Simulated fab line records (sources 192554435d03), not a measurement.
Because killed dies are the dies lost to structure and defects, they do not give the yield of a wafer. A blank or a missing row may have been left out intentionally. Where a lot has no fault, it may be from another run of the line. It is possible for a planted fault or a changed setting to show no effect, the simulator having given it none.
fab line records	flow n5-finfet
record lots=24	wafers=72	last-day=18
route steps=1938 shown PMOS_HMC_CHANNEL_EPI@73 FIN_SAQP@96
lots untouched by any fault: they come from a run of this same line in which no faults occurred
start-h: start of the lot's first displayed wafer, in hours after the record's first day	wait-h: hours since the lot's step before	" unchanged from the row above	L1.1+2: a row that stands for several wafers	- either no value or no given start	* or withheld: withheld	< > ~ a bound
route shown NAME@n: a module of which the file shows steps, and the number in the route of the first	usual: average and standard deviation across the fault-free wafers	same: alike in all rows	chamber/n: place in a boat	sites: readings site by site	_std_site: their standard deviation	_edge_site: inner sites' mean taken away from outer sites' mean	radius-mm: for every site, how far away it sits from the centre of the wafer	mask NAME#n: copy n	behind: the tool/chamber that last shaped the wafer	hold: what put the lot on hold/how long, in hours/how the hold closed	device: the transistor (n, p or np) that didn't switch	end of line: at the end of the route, the tests of the same wafers	where a step has no rows: the recipe by itself	killed: not the wafer's yield, but the dies lost to structure and defects at the first sort	map: a wafer's dies, x killed, . not, _ none there
set.NAME: the setting as run; set.NAME@STEP: as run at that earlier step	model.NAME: the simulator's own value behind a step, which no gauge read
the route's steps for a sample of lots (tables are steps, rows are wafers)
services: the hour from which a tool's chamber was out of use, counted from the record's first day as start-h (under 0 if before that day), plus the number of hours and why
## steps
# step N5_PMOS_HMC_CHANNEL_EPI_ETCH_38
# recipe chemistry=CF4	target=SiO2	target-depth-a=15	ion-energy-ev=350	pressure-mtorr=10	icp-w=800	bias-w=400	cf4-flow-sccm=80
# usual drypump-motor-current-A=5.9/0.44	oes-product-au=0.997/0.023	throttle-valve-pct=21.75/0.17
lot.wafer	tool	chamber	start-h	wait-h	drypump-motor-current-A	oes-product-au	rf-hours-counter-h	throttle-valve-pct
L074.3	rie-si-01	0	19.63	0.0	5.4	1.028	37	21.73
L074.4	"	2	"	"	6.2	0.992	194	22.08
L074.5	"	3	"	"	6.5	0.968	-	21.95
L075.2	rie-si-04	0	24.47	0.0	5.8	0.971	151	21.75
L075.3	"	3	"	"	5.9	1.010	4	21.38
L075.5	"	1	"	"	6.5	0.988	-	21.61
L076.1	rie-si-02	0	29.85	0.0	6.0	1.035	17	21.73
L076.2	"	3	"	"	6.1	1.015	103	21.64
L076.4	"	3	"	"	6.1	1.019	-	21.67
L077.4	rie-si-04	1	35.67	0.0	6.5	0.985	47	21.62
L077.5	"	2	"	"	5.9	0.989	-	21.94
L077.6	"	1	"	"	6.5	0.992	-	21.62
L078.2	rie-si-02	1	42.29	0.0	6.2	0.990	20	21.58
L078.3	"	3	"	"	6.1	1.028	103	21.67
L078.6	"	2	"	"	5.2	0.970	-	21.67
L079.2	rie-si-04	0	49.20	0.0	5.8	0.972	152	21.76
L079.3	"	1	"	"	6.5	0.988	47	21.61
L079.4	"	3	"	"	5.9	1.005	5	21.40
L080.2	rie-si-02	3	54.31	0.0	6.1	1.012	103	21.65
L080.4	"	0	"	"	5.9	1.042	17	21.70
L080.5	"	2	"	"	5.2	0.976	-	21.64
L081.2	rie-si-01	3	60.95	0.0	6.5	0.976	72	21.96
L081.5	"	0	"	"	5.4	1.033	-	21.72
L081.6	"	3	"	"	6.5	0.986	-	21.97
L082.1	rie-si-01	1	65.61	0.0	5.3	0.981	57	21.71
L082.2	"	3	"	"	6.5	0.968	73	21.96
L082.6	"	3	"	"	6.5	0.972	-	21.96
L083.4	rie-si-01	2	72.13	0.0	6.2	0.993	195	22.08
L083.5	"	3	"	"	6.5	0.979	-	21.97
L083.6	"	2	"	"	6.2	0.994	-	22.08
L084.2	rie-si-01	0	78.07	0.0	5.4	1.029	38	21.71
L084.4	"	3	"	"	6.5	0.976	73	21.97
L084.6	"	3	"	"	6.5	0.972	-	21.97
L085.1	rie-si-01	2	83.86	0.0	6.2	0.983	196	22.07
L085.4	"	3	"	"	6.5	0.978	73	21.98
L085.5	"	2	"	"	6.2	0.986	-	22.08
L086.1	rie-si-04	0	91.42	0.0	5.8	0.970	153	21.77
L086.4	"	2	"	"	5.9	0.986	3	21.94
L086.6	"	1	"	"	6.5	0.987	-	21.62
L087.1	rie-si-01	1	96.44	0.0	5.3	0.994	57	21.70
L087.2	"	2	"	"	6.2	0.982	196	22.07
L087.3	"	3	"	"	6.5	0.973	73	21.98
L088.1	rie-si-04	3	102.04	0.0	5.9	0.994	6	21.37
L088.3	"	2	"	"	5.9	0.986	3	21.95
L088.4	"	1	"	"	6.5	0.981	48	21.61
L089.4	rie-si-02	3	107.87	0.0	6.1	1.027	104	21.68
L089.5	"	2	"	"	5.2	0.986	-	21.65
L089.6	"	1	"	"	6.2	1.003	-	21.57
L090.1	rie-si-04	3	114.14	0.0	5.9	1.008	6	21.38
L090.2	"	1	"	"	6.5	0.982	48	21.61
L090.3	"	2	"	"	5.9	0.988	3	21.94
L091.1	rie-si-01	0	120.34	0.0	5.4	1.035	38	21.73
L091.3	"	1	"	"	5.3	0.974	57	21.71
L091.6	"	0	"	"	5.4	1.029	-	21.72
L092.1	rie-si-02	2	126.05	0.0	5.2	0.981	153	21.66
L092.4	"	0	"	"	6.0	1.032	18	21.73
L092.5	"	1	"	"	6.2	1.003	-	21.56
L093.1	rie-si-02	0	133.21	0.0	6.0	1.032	19	21.71
L093.4	"	2	"	"	5.2	0.988	153	21.65
L093.6	"	2	"	"	5.2	0.982	-	21.66
L094.2	rie-si-01	3	138.78	0.0	6.5	0.968	74	21.94
L094.3	"	0	"	"	5.4	1.022	39	21.72
L094.6	"	1	"	"	5.3	0.987	-	21.70
L095.2	rie-si-04	2	146.52	0.0	5.9	0.999	4	21.95
L095.4	"	1	"	"	6.5	0.974	49	21.62
L095.5	"	2	"	"	5.9	0.991	-	21.95
L096.3	rie-si-02	2	151.33	0.0	5.1	0.987	154	21.67
L096.4	"	1	"	"	6.2	0.997	21	21.59
L096.6	"	3	"	"	6.1	1.047	-	21.69
L097.2	rie-si-02	2	156.62	0.0	5.2	0.987	154	21.65
L097.3	"	1	"	"	6.1	0.996	22	21.59
L097.5	"	3	"	"	6.1	1.023	-	21.67
# step N5_FIN_SAQP_HM_DEP_03
# recipe material=SiNx	target-thk-a=380	temp-c=400	precursor=SiH4/NH3/N2	pressure-torr=1.5	rf-w=300	time-s=33.6
# usual heater-power-w=753/73	showerhead-plenum-p-Torr=5.13/0.065	throttle-valve-pct=39.4/2.4
lot.wafer	tool	chamber	start-h	wait-h	heater-power-w	showerhead-plenum-p-Torr	throttle-valve-pct
L074.3	pecvd-03	1	22.75	0.2	760	5.24	40.7
L074.4	"	0	"	"	616	5.18	41.0
L074.5	"	2	"	"	878	5.14	37.6
L075.2	pecvd-02	0	27.42	0.2	774	5.08	38.3
L075.3	"	0	"	"	748	5.09	38.6
L075.5	"	0	"	"	779	5.09	38.5
L076.1	pecvd-02	0	32.77	0.2	740	5.08	38.7
L076.2	"	1	"	"	748	5.21	42.0
L076.4	"	1	"	"	756	5.19	41.9
L077.4	pecvd-03	2	39.15	0.1	858	5.12	37.7
L077.5	"	0	"	"	700	5.19	40.8
L077.6	"	2	"	"	851	5.12	37.4
L078.2	pecvd-01	2	45.16	0.2	942	5.07	40.6
L078.3	"	0	"	"	832	5.10	37.7
L078.6	"	0	"	"	832	5.10	37.9
L079.2	pecvd-02	2	52.24	0.2	712	5.12	34.8
L079.3	"	1	"	"	716	5.20	41.6
L079.4	"	2	"	"	724	5.12	34.6
L080.2	pecvd-01	1	57.15	0.2	742	5.00	43.2
L080.4	"	0	"	"	801	5.11	37.8
L080.5	"	2	"	"	900	5.07	40.7
L081.2	pecvd-03	1	63.79	0.2	776	5.25	40.7
L081.5	"	2	"	"	818	5.12	37.7
L081.6	"	0	"	"	620	5.19	40.9
L082.1	pecvd-02	1	70.23	0.2	716	5.21	41.7
L082.2	"	2	"	"	656	5.11	34.7
L082.6	"	2	"	"	643	5.12	34.5
L083.4	pecvd-01	1	75.01	0.1	660	5.00	43.1
L083.5	"	0	"	"	757	5.12	37.6
L083.6	"	2	"	"	899	5.06	40.9
L084.2	pecvd-02	1	81.05	0.2	765	5.20	41.9
L084.4	"	2	"	"	688	5.13	34.6
L084.6	"	0	"	"	740	5.10	38.4
L085.1	pecvd-02	2	88.73	0.2	716	5.13	34.7
L085.4	"	2	"	"	745	5.13	34.7
L085.5	"	1	"	"	752	5.20	41.5
L086.1	pecvd-03	0	94.51	0.2	740	5.19	40.9
L086.4	"	2	"	"	859	5.12	37.6
L086.6	"	0	"	"	748	5.17	40.7
L087.1	pecvd-01	0	100.21	0.2	756	5.10	37.8
L087.2	"	2	"	"	881	5.07	40.8
L087.3	"	1	"	"	621	5.00	43.3
L088.1	pecvd-02	1	105.16	0.2	660	5.19	41.7
L088.3	"	2	"	"	746	5.13	35.0
L088.4	"	0	"	"	765	5.09	38.6
L089.4	pecvd-02	1	110.76	0.1	703	5.21	41.6
L089.5	"	0	"	"	699	5.10	38.7
L089.6	"	2	"	"	731	5.11	34.9
L090.1	pecvd-01	2	117.69	0.2	907	5.06	40.6
L090.2	"	0	"	"	815	5.10	38.0
L090.3	"	1	"	"	746	5.01	43.0
L091.1	pecvd-02	1	123.25	0.2	781	5.20	41.8
L091.3	"	0	"	"	766	5.08	39.0
L091.6	"	2	"	"	625	5.13	34.7
L092.1	pecvd-03	2	128.94	0.2	777	5.14	37.8
L092.4	"	1	"	"	728	5.26	40.9
L092.5	"	2	"	"	809	5.13	37.6
L093.1	pecvd-02	1	137.77	0.2	634	5.21	41.6
L093.4	"	2	"	"	708	5.14	34.8
L093.6	"	1	"	"	616	5.20	41.8
L094.2	pecvd-01	2	141.65	0.2	836	5.06	40.9
L094.3	"	0	"	"	856	5.10	38.0
L094.6	"	0	"	"	849	5.11	37.9
L095.2	pecvd-03	1	149.55	0.2	705	5.25	40.6
L095.4	"	0	"	"	736	5.19	40.8
L095.5	"	1	"	"	708	5.23	40.7
L096.3	pecvd-03	2	154.18	0.1	753	5.12	37.6
L096.4	"	1	"	"	714	5.25	40.7
L096.6	"	2	"	"	744	5.13	37.9
L097.2	pecvd-02	2	159.50	0.2	747	5.13	34.7
L097.3	"	0	"	"	716	5.09	38.9
L097.5	"	0	"	"	724	5.09	38.6
# step N5_FIN_SAQP_DESCUM_21
# recipe chemistry=O2	time-s=7.9	source-power-w=50	bias-power-w=20	pressure-mtorr=20	rf-frequency-hz=2.712e+07	temp-c=40	resist=CAR-ArF	o2-flow-sccm=225
# usual drypump-motor-current-A=5.7/0.41	o2-flow-sccm=225.0/0.61	oes-product-au=0.80/0.099	rf-vpp-V=243.6/1.2	showerhead-plenum-p-Torr=2.13/0.062	throttle-valve-pct=20.46/0.18
lot.wafer	tool	chamber	start-h	wait-h	drypump-motor-current-A	o2-flow-sccm	oes-product-au	rf-hours-counter-h	rf-vpp-V	showerhead-plenum-p-Torr	throttle-valve-pct
L074.3	rie-diel-06	1	23.64	0.0	6.1	224.7	0.75	158	240.7	1.99	20.31
L074.4	"	3	"	"	5.1	223.7	0.72	-	242.8	2.17	20.69
L074.5	"	1	"	"	6.1	224.9	0.76	-	243.8	1.99	20.32
L075.2	rie-diel-01	0	28.29	0.0	5.4	224.4	0.98	8	243.9	2.17	20.36
L075.3	"	1	"	"	6.1	224.6	0.95	20	244.0	2.14	20.39
L075.5	"	1	"	"	6.1	224.8	0.94	-	243.9	2.14	20.39
L076.1	rie-diel-05	3	34.06	0.4	6.3	225.3	0.72	186	244.5	2.15	20.39
L076.2	"	1	"	"	5.8	225.5	0.68	249	243.8	2.05	20.73
L076.4	"	3	"	"	6.3	225.0	0.72	-	244.8	2.15	20.41
L077.4	rie-diel-01	2	40.27	0.2	4.9	225.1	0.69	236	245.8	2.17	20.61
L077.5	"	1	"	"	6.1	225.2	0.93	-	242.2	2.14	20.40
L077.6	"	0	"	"	5.4	225.3	0.95	-	243.3	2.16	20.35
L078.2	rie-diel-05	3	46.31	0.3	6.3	224.6	0.72	191	243.4	2.15	20.45
L078.3	"	0	"	"	5.8	224.9	0.86	44	244.0	2.14	20.06
L078.6	"	1	"	"	5.9	225.2	0.68	-	243.0	2.05	20.74
L079.2	rie-diel-01	2	53.12	0.0	4.9	226.3	0.68	240	244.6	2.17	20.64
L079.3	"	3	"	"	5.6	224.4	0.72	171	244.4	2.18	20.62
L079.4	"	0	"	"	5.4	225.4	0.94	16	244.0	2.16	20.37
L080.2	rie-diel-01	1	58.03	0.0	6.1	223.7	0.93	31	245.4	2.14	20.39
L080.4	"	3	"	"	5.6	225.0	0.72	173	244.1	2.18	20.62
L080.5	"	0	"	"	5.4	224.8	0.94	-	243.9	2.16	20.35
L081.2	rie-diel-01	1	64.54	0.0	6.2	225.0	0.91	34	242.7	2.13	20.42
L081.5	"	3	"	"	5.6	224.2	0.72	-	245.3	2.18	20.62
L081.6	"	0	"	"	5.4	224.6	0.93	-	244.4	2.16	20.37
L082.1	rie-diel-01	3	71.11	0.0	5.6	225.0	0.73	178	244.0	2.18	20.63
L082.2	"	1	"	"	6.1	225.2	0.91	36	242.9	2.13	20.40
L082.6	"	2	"	"	4.9	224.9	0.68	-	244.9	2.17	20.64
L083.4	rie-diel-05	3	75.75	0.0	6.3	225.5	0.70	-	244.8	2.15	20.43
L083.5	"	2	"	"	5.8	225.2	0.95	-	242.9	2.06	20.57
L083.6	"	0	"	"	5.8	224.9	0.85	-	242.1	2.13	20.06
L084.2	rie-diel-06	2	81.93	0.0	5.3	225.0	0.91	23	243.6	2.23	20.21
L084.4	"	0	"	"	5.4	225.3	0.77	135	242.5	2.10	20.60
L084.6	"	1	"	"	6.1	224.6	0.73	-	241.0	1.98	20.34
L085.1	rie-diel-06	1	89.67	0.0	6.2	225.9	0.72	184	241.9	1.98	20.33
L085.4	"	0	"	"	5.3	225.0	0.77	136	240.7	2.10	20.59
L085.5	"	2	"	"	5.3	225.7	0.91	-	244.7	2.23	20.23
L086.1	rie-diel-06	0	95.26	0.0	5.3	225.7	0.75	138	243.9	2.10	20.62
L086.4	"	3	"	"	5.1	225.7	0.69	238	244.0	2.17	20.73
L086.6	"	1	"	"	6.2	225.7	0.72	-	242.1	1.98	20.35
L087.1	rie-diel-01	3	101.11	0.0	5.6	224.4	0.72	190	244.3	2.18	20.64
L087.2	"	0	"	"	5.4	224.6	0.91	35	241.4	2.16	20.39
L087.3	"	1	"	"	6.1	224.6	0.89	48	245.9	2.13	20.44
L088.1	rie-diel-05	3	105.93	0.0	6.3	225.2	0.70	216	244.3	2.14	20.46
L088.3	"	1	"	"	5.9	225.6	0.97	8	242.5	2.04	20.41
L088.4	"	2	"	"	5.8	225.5	0.92	19	241.8	2.06	20.56
L089.4	rie-diel-06	2	112.21	0.6	5.3	224.3	0.89	34	242.8	2.22	20.22
L089.5	"	0	"	"	5.3	224.6	0.75	-	244.0	2.10	20.62
L089.6	"	3	"	"	5.1	225.9	0.70	-	244.1	2.17	20.74
L090.1	rie-diel-06	2	118.57	0.0	5.3	224.7	0.88	36	245.0	2.22	20.24
L090.2	"	0	"	"	5.4	224.3	0.74	147	243.4	2.10	20.60
L090.3	"	1	"	"	6.2	225.1	0.72	194	242.1	1.98	20.37
L091.1	rie-diel-06	1	124.13	0.0	6.2	224.7	0.71	196	241.7	1.98	20.37
L091.3	"	3	"	"	5.1	224.2	0.70	243	243.7	2.16	20.73
L091.6	"	1	"	"	6.1	224.5	0.72	-	240.4	1.98	20.36
L092.1	rie-diel-01	1	130.59	0.9	6.1	225.2	0.87	60	242.6	2.13	20.43
L092.4	"	3	"	"	5.6	225.4	0.70	-	243.2	2.17	20.65
L092.5	"	0	"	"	5.4	225.6	0.88	-	244.3	2.15	20.39
L093.1	rie-diel-01	2	139.34	0.8	4.9	225.7	0.96	11	244.4	2.16	20.32
L093.4	"	0	"	"	5.4	223.7	0.88	48	243.5	2.15	20.40
L093.6	"	0	"	"	5.4	223.9	0.88	-	244.3	2.15	20.42
L094.2	rie-diel-05	0	144.27	1.8	5.8	225.0	0.81	84	244.1	2.12	20.12
L094.3	"	1	"	"	5.9	226.1	0.93	22	241.4	2.04	20.43
L094.6	"	2	"	"	5.8	225.9	0.89	-	242.4	2.05	20.60
L095.2	rie-diel-05	1	150.58	0.2	5.9	224.1	0.92	26	241.9	2.04	20.43
L095.4	"	0	"	"	5.7	225.5	0.81	87	244.7	2.12	20.10
L095.5	"	2	"	"	5.8	225.2	0.89	-	241.7	2.05	20.59
L096.3	rie-diel-01	1	155.46	0.6	6.1	225.6	0.85	73	243.1	2.12	20.47
L096.4	"	0	"	"	5.4	225.2	0.86	57	242.4	2.15	20.40
L096.6	"	0	"	"	5.4	224.7	0.88	-	243.0	2.15	20.42
L097.2	rie-diel-05	1	160.41	0.0	5.9	225.6	0.92	30	243.8	2.03	20.45
L097.3	"	3	"	"	6.3	224.7	0.68	239	242.9	2.13	20.48
L097.5	"	0	"	"	5.7	225.3	0.81	-	243.0	2.12	20.11
# step N5_FIN_SAQP_MANDREL1_REMOVE_56
# recipe chemistry=HBr/Cl2/O2	bt-time-s=10	target=a-Si	stop-on=SiNx	endpoint=OES-SiCl	over-etch-frac=1	icp-w=600	bias-w=22	HBr_flow_sccm=150	Cl2_flow_sccm=80	O2_flow_sccm=5	pressure-mtorr=10
# usual drypump-motor-current-A=5.9/0.37	oes-product-au=0.994/0.014	throttle-valve-pct=36.75/0.27
lot.wafer	tool	chamber	start-h	wait-h	drypump-motor-current-A	oes-product-au	rf-hours-counter-h	throttle-valve-pct
L074.3	rie-si-06	0	25.93	0.1	6.0	1.027	93	36.40
L074.4	"	3	"	"	5.6	0.994	179	36.41
L074.5	"	1	"	"	6.4	0.976	-	36.37
L075.2	rie-si-06	2	30.19	0.1	6.3	0.996	120	36.58
L075.3	"	3	"	"	5.6	0.986	179	36.42
L075.5	"	1	"	"	6.5	0.969	-	36.36
L076.1	rie-si-03	3	36.47	0.1	5.8	0.986	99	36.94
L076.2	"	0	"	"	6.1	0.988	98	37.12
L076.4	"	2	"	"	5.5	0.997	109	36.89
L077.4	rie-si-03	0	42.40	0.0	6.0	0.979	98	37.13
L077.5	"	0	"	"	6.0	0.980	-	37.12
L077.6	"	3	"	"	5.7	0.989	-	36.96
L078.2	rie-si-05	1	48.51	0.1	5.5	0.985	8	36.55
L078.3	"	0	"	"	5.8	1.007	162	36.39
L078.6	"	2	"	"	6.5	0.986	-	37.08
L079.2	rie-si-05	2	55.14	0.1	6.5	0.999	189	37.05
L079.3	"	3	"	"	5.5	0.995	149	36.97
L079.4	"	1	"	"	5.5	0.988	8	36.54
L080.2	rie-si-05	3	59.92	0.1	5.5	0.976	150	36.97
L080.4	"	2	"	"	6.5	0.993	189	37.06
L080.5	"	1	"	"	5.5	0.975	-	36.53
L081.2	rie-si-05	2	66.99	0.1	6.5	0.989	189	37.05
L081.5	"	1	"	"	5.5	0.977	-	36.54
L081.6	"	0	"	"	5.8	1.012	-	36.42
L082.1	rie-si-03	1	73.03	0.1	6.2	1.013	25	36.83
L082.2	"	3	"	"	5.7	0.979	100	36.94
L082.6	"	2	"	"	5.5	0.987	-	36.89
L083.4	rie-si-05	2	77.92	0.0	6.5	1.003	189	37.07
L083.5	"	3	"	"	5.5	0.992	-	36.96
L083.6	"	2	"	"	6.5	1.004	-	37.06
L084.2	rie-si-03	0	84.03	0.1	6.1	0.976	98	37.11
L084.4	"	1	"	"	6.2	1.015	25	36.83
L084.6	"	3	"	"	5.8	0.994	-	36.94
L085.1	rie-si-03	0	91.69	0.1	6.1	0.980	99	37.11
L085.4	"	1	"	"	6.2	0.993	25	36.84
L085.5	"	1	"	"	6.2	0.993	-	36.85
L086.1	rie-si-03	1	98.50	0.1	6.2	1.006	25	36.83
L086.4	"	2	"	"	5.4	0.985	110	36.90
L086.6	"	0	"	"	6.0	0.983	-	37.12
L087.1	rie-si-06	2	103.45	0.1	6.3	1.021	121	36.59
L087.2	"	3	"	"	5.6	1.003	181	36.42
L087.3	"	0	"	"	6.1	1.019	94	36.39
L088.1	rie-si-03	1	107.85	0.1	6.2	1.001	25	36.84
L088.3	"	2	"	"	5.4	0.988	110	36.88
L088.4	"	3	"	"	5.8	0.984	101	36.95
L089.4	rie-si-03	3	114.25	0.1	5.7	0.987	101	36.96
L089.5	"	3	"	"	5.7	0.987	-	36.92
L089.6	"	0	"	"	6.1	0.991	-	37.13
L090.1	rie-si-06	0	120.46	0.1	6.0	1.033	94	36.40
L090.2	"	2	"	"	6.3	0.999	121	36.57
L090.3	"	1	"	"	6.5	0.989	9	36.35
L091.1	rie-si-03	3	126.24	0.1	5.7	0.983	101	36.94
L091.3	"	2	"	"	5.4	0.984	110	36.90
L091.6	"	3	"	"	5.8	0.978	-	36.96
L092.1	rie-si-03	2	133.96	0.1	5.5	0.986	111	36.88
L092.4	"	1	"	"	6.2	1.006	-	36.83
L092.5	"	0	"	"	6.1	0.979	-	37.13
L093.1	rie-si-05	2	141.54	0.1	6.5	0.994	190	37.06
L093.4	"	3	"	"	5.5	0.988	151	36.94
L093.6	"	3	"	"	5.5	0.986	-	36.96
L094.2	rie-si-06	0	146.42	0.1	6.0	1.020	95	36.38
L094.3	"	2	"	"	6.3	0.993	122	36.57
L094.6	"	1	"	"	6.4	0.979	-	36.36
L095.2	rie-si-05	3	152.57	0.1	5.5	0.981	151	36.95
L095.4	"	2	"	"	6.5	0.993	190	37.07
L095.5	"	0	"	"	5.8	1.010	-	36.42
L096.3	rie-si-06	3	157.45	0.1	5.6	0.988	182	36.40
L096.4	"	2	"	"	6.3	0.999	122	36.58
L096.6	"	0	"	"	6.0	1.011	-	36.40
L097.2	rie-si-05	2	162.32	0.1	6.5	0.999	191	37.05
L097.3	"	0	"	"	5.8	1.027	165	36.41
L097.5	"	3	"	"	5.5	0.995	-	36.97
# step N5_FIN_SAQP_CD_MEAS_27
# recipe target-cd-nm=20	landing-energy-ev=1000	detector=se-inlens	polarity=line
# usual cd-nm=20.41/0.24
# same landing-energy-ev=1000
lot.wafer	tool	chamber	start-h	wait-h	cd-nm
L074.3	cd-sem-02	0	26.05	0.1	20.32
L074.4	"	0	"	"	20.15
L074.5	"	0	"	"	20.00
L075.2	cd-sem-01	0	30.30	0.1	20.33
L075.3	"	0	"	"	20.20
L075.5	"	0	"	"	20.48
L076.1	cd-sem-03	0	36.58	0.1	20.56
L076.2	"	0	"	"	20.35
L076.4	"	0	"	"	19.98
L077.4	cd-sem-01	0	42.52	0.1	20.22
L077.5	"	0	"	"	20.54
L077.6	"	0	"	"	21.09
L078.2	cd-sem-03	0	48.62	0.1	20.58
L078.3	"	0	"	"	19.89
L078.6	"	0	"	"	20.36
L079.2	cd-sem-01	0	55.26	0.1	20.43
L079.3	"	0	"	"	20.12
L079.4	"	0	"	"	20.73
L080.2	cd-sem-03	0	60.04	0.1	20.31
L080.4	"	0	"	"	21.07
L080.5	"	0	"	"	20.36
L081.2	cd-sem-03	0	67.11	0.1	20.43
L081.5	"	0	"	"	20.25
L081.6	"	0	"	"	20.42
L082.1	cd-sem-03	0	73.14	0.1	20.45
L082.2	"	0	"	"	20.52
L082.6	"	0	"	"	20.30
L083.4	cd-sem-03	0	78.04	0.1	20.00
L083.5	"	0	"	"	20.20
L083.6	"	0	"	"	20.20
L084.2	cd-sem-02	0	84.14	0.1	20.50
L084.4	"	0	"	"	20.71
L084.6	"	0	"	"	20.48
L085.1	cd-sem-01	0	91.79	0.1	20.42
L085.4	"	0	"	"	20.58
L085.5	"	0	"	"	20.76
L086.1	cd-sem-02	0	98.61	0.1	20.68
L086.4	"	0	"	"	20.51
L086.6	"	0	"	"	20.46
L087.1	cd-sem-02	0	103.56	0.1	20.33
L087.2	"	0	"	"	20.18
L087.3	"	0	"	"	20.49
L088.1	cd-sem-02	0	107.96	0.1	20.86
L088.3	"	0	"	"	20.44
L088.4	"	0	"	"	20.42
L089.4	cd-sem-03	0	114.37	0.1	20.70
L089.5	"	0	"	"	20.72
L089.6	"	0	"	"	20.10
L090.1	cd-sem-01	0	120.57	0.1	20.21
L090.2	"	0	"	"	20.16
L090.3	"	0	"	"	20.56
L091.1	cd-sem-02	0	126.35	0.1	20.38
L091.3	"	0	"	"	20.28
L091.6	"	0	"	"	20.67
L092.1	cd-sem-02	0	134.07	0.1	20.50
L092.4	"	0	"	"	20.40
L092.5	"	0	"	"	20.30
L093.1	cd-sem-01	0	141.65	0.1	20.31
L093.4	"	0	"	"	20.10
L093.6	"	0	"	"	20.10
L094.2	cd-sem-03	0	146.54	0.1	20.53
L094.3	"	0	"	"	20.23
L094.6	"	0	"	"	20.66
L095.2	cd-sem-03	0	152.68	0.1	20.20
L095.4	"	0	"	"	20.61
L095.5	"	0	"	"	20.10
L096.3	cd-sem-02	0	157.57	0.1	20.19
L096.4	"	0	"	"	20.63
L096.6	"	0	"	"	20.32
L097.2	cd-sem-03	0	162.43	0.1	20.26
L097.3	"	0	"	"	20.47
L097.5	"	0	"	"	20.35
# step N5_FIN_SAQP_CD_MEAS_37
# recipe target-cd-nm=8	polarity=line
# usual cd-nm=8.12/0.27
lot.wafer	tool	chamber	start-h	wait-h	cd-nm
L074.3	cd-sem-01	-	28.14	0.1	8.24
L074.4	"	-	"	"	8.28
L074.5	"	-	"	"	8.47
L075.2	cd-sem-03	-	32.73	0.1	8.07
L075.3	"	-	"	"	7.90
L075.5	"	-	"	"	8.28
L076.1	cd-sem-02	-	38.66	0.1	8.04
L076.2	"	-	"	"	8.11
L076.4	"	-	"	"	7.78
L077.4	cd-sem-02	-	44.69	0.1	7.69
L077.5	"	-	"	"	8.01
L077.6	"	-	"	"	8.13
L078.2	cd-sem-01	-	50.76	0.1	8.57
L078.3	"	-	"	"	8.35
L078.6	"	-	"	"	7.64
L079.2	cd-sem-01	-	57.36	0.1	8.16
L079.3	"	-	"	"	7.79
L079.4	"	-	"	"	8.25
L080.2	cd-sem-01	-	62.04	0.1	7.94
L080.4	"	-	"	"	7.90
L080.5	"	-	"	"	8.56
L081.2	cd-sem-02	-	70.81	0.1	7.66
L081.5	"	-	"	"	8.40
L081.6	"	-	"	"	8.40
L082.1	cd-sem-03	-	75.44	0.1	8.36
L082.2	"	-	"	"	8.21
L082.6	"	-	"	"	8.46
L083.4	cd-sem-01	-	80.03	0.1	8.00
L083.5	"	-	"	"	8.41
L083.6	"	-	"	"	8.23
L084.2	cd-sem-01	-	86.37	0.1	7.98
L084.4	"	-	"	"	8.34
L084.6	"	-	"	"	8.31
L085.1	cd-sem-03	-	94.10	0.1	8.46
L085.4	"	-	"	"	8.32
L085.5	"	-	"	"	8.33
L086.1	cd-sem-03	-	101.13	0.1	8.02
L086.4	"	-	"	"	8.01
L086.6	"	-	"	"	8.25
L087.1	cd-sem-03	-	105.97	0.1	7.77
L087.2	"	-	"	"	8.27
L087.3	"	-	"	"	8.16
L088.1	cd-sem-02	-	110.12	0.1	8.02
L088.3	"	-	"	"	7.83
L088.4	"	-	"	"	8.42
L089.4	cd-sem-02	-	116.67	0.1	8.50
L089.5	"	-	"	"	8.00
L089.6	"	-	"	"	8.01
L090.1	cd-sem-01	-	122.70	0.1	8.06
L090.2	"	-	"	"	8.33
L090.3	"	-	"	"	8.67
L091.1	cd-sem-03	-	128.45	0.1	8.24
L091.3	"	-	"	"	7.65
L091.6	"	-	"	"	7.73
L092.1	cd-sem-01	-	138.80	0.1	8.69
L092.4	"	-	"	"	7.97
L092.5	"	-	"	"	7.82
L093.1	cd-sem-03	-	144.22	0.1	8.24
L093.4	"	-	"	"	8.29
L093.6	"	-	"	"	8.16
L094.2	cd-sem-02	-	149.15	0.1	7.91
L094.3	"	-	"	"	7.87
L094.6	"	-	"	"	8.65
L095.2	cd-sem-03	-	154.98	0.1	8.33
L095.4	"	-	"	"	8.48
L095.5	"	-	"	"	8.32
L096.3	cd-sem-03	-	159.64	0.1	7.65
L096.4	"	-	"	"	8.24
L096.6	"	-	"	"	7.93
L097.2	cd-sem-03	-	164.43	0.1	7.96
L097.3	"	-	"	"	8.43
L097.5	"	-	"	"	8.42
## services
tool	chamber	start-h	hours	kind
pecvd-02	0	-3.61	6.6	repair
rie-diel-05	-	-0.70	0.2	repair
rie-si-01	-	0.86	2.8	pm
rie-si-06	0	1.52	11.6	repair
rie-diel-06	-	1.72	0.6	repair
rie-diel-01	-	11.46	14.6	pm
rie-si-02	1	27.49	3.1	repair
rie-si-05	-	30.51	2.8	pm
rie-diel-06	0	33.54	14.8	repair
pecvd-02	-	40.01	0.6	repair
rie-diel-06	3	44.54	8.9	repair
rie-si-04	-	46.61	1.2	repair
rie-si-03	-	47.27	4.1	repair
pecvd-01	2	81.98	10.8	repair
rie-diel-05	1	89.71	3.3	repair
pecvd-02	-	92.09	3.4	repair
rie-diel-06	3	100.54	10.5	repair
pecvd-03	-	122.25	2.5	repair
rie-si-01	1	123.29	8.5	repair
rie-diel-06	-	125.58	28.1	pm
rie-diel-01	2	128.72	2.3	repair
pecvd-01	-	132.82	0.8	repair
rie-si-03	3	133.10	14.5	repair
pecvd-03	-	133.85	2.2	repair
## key
fault none
